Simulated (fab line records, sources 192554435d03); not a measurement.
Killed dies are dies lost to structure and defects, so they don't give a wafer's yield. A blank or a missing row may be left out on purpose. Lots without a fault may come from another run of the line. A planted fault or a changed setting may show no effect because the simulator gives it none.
Which tool did it? | flow n5_finfet | 14 lots, 40 wafers sampled, at 2 steps of a route of 1938

WHAT THE GAUGES READ, wafer by wafer
N5_BEOL_M1_THK_MEAS_01.
lot  | measured     | on            | M1_ILD_THK (nm)
L238 | day 7 04:45  | film_metro-01 | 79.4 79.2 79.3
L239 | day 7 05:26  | film_metro-02 | 78.6 79.0 80.4
L240 | day 7 08:57  | film_metro-02 | 78.9 78.4 80.6
L244 | day 7 11:17  | film_metro-01 | 78.6 76.2 79.4
L245 | day 7 19:38  | film_metro-01 | 77.5 77.8 78.4
L252 | day 9 20:06  | film_metro-01 | 78.7 77.6 79.7
L251 | day 9 20:17  | film_metro-02 | 78.9 79.1 81.8
L256 | day 10 06:03 | film_metro-01 | 78.6 80.1 77.7
L255 | day 10 09:19 | film_metro-01 | 77.7 80.1
L257 | day 10 23:16 | film_metro-02 | 77.5 78.6 79.2
L258 | day 11 04:51 | film_metro-02 | 77.4 79.5 81.1
L260 | day 11 11:40 | film_metro-02 | 77.6 81.1
L259 | day 11 14:01 | film_metro-01 | 77.2 78.5 80.7
L261 | day 11 20:51 | film_metro-01 | 76.2 79.4 80.2

N5_BEOL_M1_CD_MEAS_11: target cd 17.05 nm.
lot  | measured     | on        | cd_nm (nm)
L238 | day 7 05:28  | cd_sem-03 | 16.89 16.88 16.75
L239 | day 7 07:31  | cd_sem-01 | 17.39 16.51 17.02
L240 | day 7 10:05  | cd_sem-03 | 16.69 16.74 17.07
L244 | day 7 15:36  | cd_sem-03 | 17.28 17.51 17.29
L245 | day 7 21:19  | cd_sem-02 | 16.98 16.59 16.81
L252 | day 9 22:40  | cd_sem-01 | 17.10 17.04 16.89
L251 | day 9 22:56  | cd_sem-02 | 17.07 16.82 17.34
L256 | day 10 06:55 | cd_sem-03 | 17.31 17.38 17.41
L255 | day 10 10:26 | cd_sem-01 | 16.84 17.04
L257 | day 11 01:43 | cd_sem-01 | 17.12 16.74 17.52
L258 | day 11 06:59 | cd_sem-01 | 16.65 16.76 16.99
L260 | day 11 13:27 | cd_sem-02 | 17.04 17.42
L259 | day 11 16:25 | cd_sem-01 | 17.18 17.20 16.78
L261 | day 11 23:24 | cd_sem-01 | 17.24 17.21 17.30

WHICH TOOL RAN EACH LOT (tool, then ch and the chambers of the sampled wafers, then the start)
The record holds no process step before these readings.

WHAT THE TOOLS THEMSELVES READ (means of the sampled wafers that have a number; where no wafer has one, the mark that the record gives instead)
The record holds no such reading with a usual standard deviation.

THE ANSWER, worked out from the rows above alone
Rule: what is usual is taken from the lots themselves. Put in order of their means at a reading, lots are off if they are a third of the lots or fewer, leave a main group of 4 or more, and stand apart from it by a gap of 3 or more times the standard deviation of the main group's means; of several such gaps the widest counts. A main group whose means are all the same, to the digits that the tables above print for the reading, isn't used. A lot without any number at a reading at which 4 lots or more have one is off too. The other lots that the step has rows for count as sound. The gauges are gone through in route order, then the tools' own readings, and for those a lot's mean is taken as printed above. The first step at which some lot is off is used, and at that step the reading that is off furthest; a lot without a number counts as furthest.
No lot is off at any reading shown: from this, nothing can be told.

WHAT THE SIMULATOR HAD PUT IN
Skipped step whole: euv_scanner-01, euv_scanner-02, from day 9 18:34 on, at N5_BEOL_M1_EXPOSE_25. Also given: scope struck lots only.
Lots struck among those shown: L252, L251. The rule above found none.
